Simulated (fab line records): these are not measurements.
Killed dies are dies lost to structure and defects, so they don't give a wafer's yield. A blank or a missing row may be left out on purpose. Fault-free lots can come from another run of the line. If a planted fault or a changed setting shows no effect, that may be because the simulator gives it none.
Comparing a struck lot with a sound one + flow n5-finfet + 17 out of 1938 route steps
Sound: wafers L475.1, L475.3, L475.6. Wafers struck: L482.2, L482.4, L482.6. The cause is given at the end.
Per side, at each step with rows, come the tool, then ch with its chambers, and then its first start. Under that, the readings that differ: sound wafers + struck wafers + difference of the means + sigmas: that difference in standard deviations of wafers without a fault.
alike: readings whose means differ by less than 2 such deviations, and words and numbers that are the same on both sides. not compared: withheld readings, readings that some wafer has no value for, bounds like >300 that may hide the same value, and numbers for which the record gives no deviation and whose values overlap.
The two part at a step that has a row with sigmas, a row that says differs or no value, or rows on one side only. Numbers that don't overlap but have no deviation are shown without sigmas and don't part them. A reading that every wafer of one side lacks parts them only if that side has two wafers or more.

first, 1 step without rows for these wafers: N5_GATE_CUT_SRD_32 (time 30 s).
N5_GATE_CUT_SAC_CAP_01: material SiNx, target thk 24 nm, pulse time 1 s, ald cycles 480.
  sound on ald-sin-04 ch 2,3, day 5 14:29; struck on ald-sin-02 ch 0,1,3, day 7 09:51
  alike: heater-power-w, precursor-pulse-height-rel
N5_GATE_CUT_PECVD_57: deposits SiNx from SiH4/NH3/N2, target thk 21 nm.
  sound on pecvd-01 ch 1,2, day 5 16:41; struck on pecvd-03 ch 0,2, day 7 12:03
  alike: heater-power-w, showerhead-plenum-p-Torr, throttle-valve-pct
N5_GATE_CUT_CMP_02: polishes, stops on SiO2, t overpolish 12.7 s, target thk 0 nm.
  sound on cmp-02 ch 1,2,3, day 5 16:47; struck on cmp-03 ch 0,1,3, day 7 12:12
  alike: motor-current-A, overpolish-run-s, time-to-endpoint-s
  not compared: pad-life-wafers
N5_GATE_CUT_HM_DEP_46: deposits SiO2 from TEOS/O2, target thk 130 nm, time 26.6 s.
  sound on pecvd-03 ch 0,1, day 5 17:05; struck on pecvd-01 ch 1,2, day 7 12:27
  alike: heater-power-w, showerhead-plenum-p-Torr, throttle-valve-pct
then, 6 steps without rows for these wafers: N5_GATE_CUT_COAT_34 (time 60 s, resist thk 60 nm); N5_GATE_CUT_COAT_35 (time 60 s, resist thk 10 nm); N5_GATE_CUT_COAT_27 (time 60 s, resist thk 10 nm); N5_GATE_CUT_COAT_07 (resist thk 30 nm); N5_GATE_CUT_EBR_09; N5_GATE_CUT_SOFTBAKE_08 (time 60 s).
N5_GATE_CUT_EXPOSE_10: exposes mask GATE CUT, target cd 20 nm.
  sound on euv-scanner-01 ch 0, day 5 17:25; struck on euv-scanner-01 ch 0, day 7 12:40
| reading                          | sound | struck      | difference | sigmas |
|----------------------------------|-------|-------------|------------|--------|
| model.GATE_CUT.overlay-x-nm (nm) | 0 0 0 | 5.6 5.6 5.6 | +5.6       |        |
  alike: mask
then, 2 steps without rows for these wafers: N5_GATE_CUT_PEB_11 (peb time 60 s); N5_GATE_CUT_DEVELOP_12 (develop time 30 s).
N5_GATE_CUT_CD_MEAS_13: target cd 20 nm.
  sound on cd-sem-01 ch 0, day 5 17:32; struck on cd-sem-01 ch 0, day 7 12:47
  alike: cd-nm
N5_GATE_CUT_OVL_MEAS_14:
  sound on overlay-01 ch 0, day 5 17:34; struck on overlay-02 ch 0, day 7 12:49
| reading           | sound          | struck      | difference | sigmas |
|-------------------|----------------|-------------|------------|--------|
| GATE_CUT_OVL (nm) | -1.4 -1.1 -0.8 | 4.0 4.4 3.6 | +5.1       | +8     |
N5_GATE_CUT_INSPECT_15: inspects for defects (brightfield).
  sound on defect-inspect-01 at day 5 17:38; struck on defect-inspect-01 at day 7 12:53
  alike: raw-defect-count

WHERE THEY PART
Only at N5_GATE_CUT_OVL_MEAS_14, within this record. Later steps at which nothing parts them and some readings are alike: N5_GATE_CUT_INSPECT_15.

WHY: what had been put in by the simulator
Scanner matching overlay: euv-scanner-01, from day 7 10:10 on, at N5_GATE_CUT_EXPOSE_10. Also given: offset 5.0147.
